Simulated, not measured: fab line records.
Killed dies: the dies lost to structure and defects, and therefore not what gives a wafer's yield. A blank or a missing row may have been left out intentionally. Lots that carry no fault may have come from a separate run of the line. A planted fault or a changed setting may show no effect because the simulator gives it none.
Split-lot trial :: flow n5-finfet :: 21 wafers read from 7 lots, route of 1938 steps

THE SPLIT
At N5_BEOL_M1_COAT_62 (time 60 s, resist thk 12 nm), the setting spin-rpm was moved away from the recipe's 1500 rpm on 8 of the 21 wafers read, by -6.6% to +10.3%. This setting was run at the recipe's value on the other wafers.

FROM THE SPLIT TO THE READING: what the file shows between them, 4 steps
- N5_BEOL_M1_COAT_73: time 60 s, resist thk 5 nm
- N5_BEOL_M1_COAT_05: resist thk 30 nm
- N5_BEOL_M1_DESCUM_16: chemistry O2, time 7 s
- N5_BEOL_M1_ETCH_74: etches underlayer in N2/H2, target depth 6.5 nm, time 5.2 s

THE READING
etch.depth-nm (the simulator's own value, which no gauge read), in nm, at N5_BEOL_M1_ETCH_63 (etches SiARC in CF4, target depth 15.6 nm, time 26 s). The file gives no usual value for it. Across the 13 wafers here that went through the recipe, the average is 12.02 nm and the standard deviation 0.032 nm.

wafer: L079.1
tool, chamber at the split: litho-track-03, 0
spin-rpm as run, rpm: 1654
against the recipe: +10.3%
etch.depth-nm, nm: 11.42
against lot-mates on the recipe: -0.57

wafer: L079.3
tool, chamber at the split: litho-track-03, 0
spin-rpm as run, rpm: 1654
against the recipe: +10.3%
etch.depth-nm, nm: 11.42
against lot-mates on the recipe: -0.57

wafer: L079.5
tool, chamber at the split: litho-track-03, 0
spin-rpm as run, rpm: 1500
against the recipe: recipe
etch.depth-nm, nm: 11.99
against lot-mates on the recipe: -

wafer: L080.2
tool, chamber at the split: litho-track-04, 0
spin-rpm as run, rpm: 1595
against the recipe: +6.3%
etch.depth-nm, nm: 11.63
against lot-mates on the recipe: -0.35

wafer: L080.4
tool, chamber at the split: litho-track-04, 0
spin-rpm as run, rpm: 1595
against the recipe: +6.3%
etch.depth-nm, nm: 11.61
against lot-mates on the recipe: -0.37

wafer: L080.5
tool, chamber at the split: litho-track-04, 0
spin-rpm as run, rpm: 1500
against the recipe: recipe
etch.depth-nm, nm: 11.98
against lot-mates on the recipe: -

wafer: L084.2
tool, chamber at the split: litho-track-04, 0
spin-rpm as run, rpm: 1500
against the recipe: recipe
etch.depth-nm, nm: 12.02
against lot-mates on the recipe: -

wafer: L084.3
tool, chamber at the split: litho-track-04, 0
spin-rpm as run, rpm: 1457
against the recipe: -2.9%
etch.depth-nm, nm: 12.15
against lot-mates on the recipe: +0.13

wafer: L084.4
tool, chamber at the split: litho-track-04, 0
spin-rpm as run, rpm: 1457
against the recipe: -2.9%
etch.depth-nm, nm: 12.17
against lot-mates on the recipe: +0.15

wafer: L089.2
tool, chamber at the split: litho-track-04, 0
spin-rpm as run, rpm: 1500
against the recipe: recipe
etch.depth-nm, nm: 12.02
against lot-mates on the recipe: -

wafer: L089.3
tool, chamber at the split: litho-track-04, 0
spin-rpm as run, rpm: 1500
against the recipe: recipe
etch.depth-nm, nm: 12.03
against lot-mates on the recipe: -

wafer: L089.6
tool, chamber at the split: litho-track-04, 0
spin-rpm as run, rpm: 1500
against the recipe: recipe
etch.depth-nm, nm: 12
against lot-mates on the recipe: -

wafer: L091.3
tool, chamber at the split: litho-track-03, 0
spin-rpm as run, rpm: 1401
against the recipe: -6.6%
etch.depth-nm, nm: 12.42
against lot-mates on the recipe: +0.42

wafer: L091.6
tool, chamber at the split: litho-track-03, 0
spin-rpm as run, rpm: 1401
against the recipe: -6.6%
etch.depth-nm, nm: 12.42
against lot-mates on the recipe: +0.42

wafer: L091.5
tool, chamber at the split: litho-track-03, 0
spin-rpm as run, rpm: 1500
against the recipe: recipe
etch.depth-nm, nm: 12
against lot-mates on the recipe: -

wafer: L096.1
tool, chamber at the split: litho-track-04, 0
spin-rpm as run, rpm: 1500
against the recipe: recipe
etch.depth-nm, nm: 12.08
against lot-mates on the recipe: -

wafer: L096.4
tool, chamber at the split: litho-track-04, 0
spin-rpm as run, rpm: 1500
against the recipe: recipe
etch.depth-nm, nm: 12.07
against lot-mates on the recipe: -

wafer: L096.5
tool, chamber at the split: litho-track-04, 0
spin-rpm as run, rpm: 1500
against the recipe: recipe
etch.depth-nm, nm: 12.06
against lot-mates on the recipe: -

wafer: L097.2
tool, chamber at the split: litho-track-02, 0
spin-rpm as run, rpm: 1500
against the recipe: recipe
etch.depth-nm, nm: 12.03
against lot-mates on the recipe: -

wafer: L097.4
tool, chamber at the split: litho-track-02, 0
spin-rpm as run, rpm: 1500
against the recipe: recipe
etch.depth-nm, nm: 11.98
against lot-mates on the recipe: -

wafer: L097.6
tool, chamber at the split: litho-track-02, 0
spin-rpm as run, rpm: 1500
against the recipe: recipe
etch.depth-nm, nm: 12
against lot-mates on the recipe: -

FIT RESULTS
A straight line over all 21 wafers: etch.depth-nm changes by -0.0594 nm for each +1% of spin-rpm; r = -0.99; the points scatter about the line by 0.03 nm.
The same after taking each lot's own level away (the mean of its wafers on the recipe; 21 wafers): -0.0574 nm for each +1%; r = -1.00; scatter 0.02 nm.
On that fit, the largest move of spin-rpm shifts the reading by 0.59 nm.
The lots' own levels span 11.980 to 12.070 nm, that is 2.8 times the standard deviation above.
The two slopes agree, so the slope changes little with the lot-to-lot level.
Check: for one of the wafers moved furthest among these (+10.3%), held out of the fit, the line's prediction against its lot-mates is -0.592 nm. Against them it came out at -0.57 nm.

OTHER SPLITS ON THESE WAFERS
Other splits were also applied to these wafers ahead of the reading. Each is held against what the fit with the lots' levels taken away leaves over:
other split on the same wafers: N5_BEOL_M0_SAQP_EXPOSE_11 dose-mj
wafers away from the commonest value: 8
r with etch.depth-nm (lot level and that fit taken away): +0.09

other split on the same wafers: N5_BEOL_M0_SAQP_ETCH_88 source-w
wafers away from the commonest value: 7
r with etch.depth-nm (lot level and that fit taken away): +0.03

other split on the same wafers: N5_BEOL_M0_CUTY_EXPOSE_54 dose-mj
wafers away from the commonest value: 8
r with etch.depth-nm (lot level and that fit taken away): -0.08

THE WHOLE CHAIN: every reading that the file lists as answering this split, in the file's order
step: N5_BEOL_M1_COAT_62
what it does: time 60 s, resist thk 12 nm
reading: SiARC_of_BEOL_M1_COAT_62.thk-nm (the simulator's own value, which no gauge read)
change (the file's fit): -0.0604 nm for each +1% of the setting
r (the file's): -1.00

step: N5_BEOL_M1_ETCH_63
what it does: etches SiARC in CF4, target depth 15.6 nm, time 26 s
reading: etch.depth-nm (the simulator's own value, which no gauge read)
change (the file's fit): -0.0574 nm for each +1% of the setting
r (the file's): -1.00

THE FILE'S OWN FIT
etch.depth-nm changes by -0.0574 nm for each +1% of spin-rpm, r = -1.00.
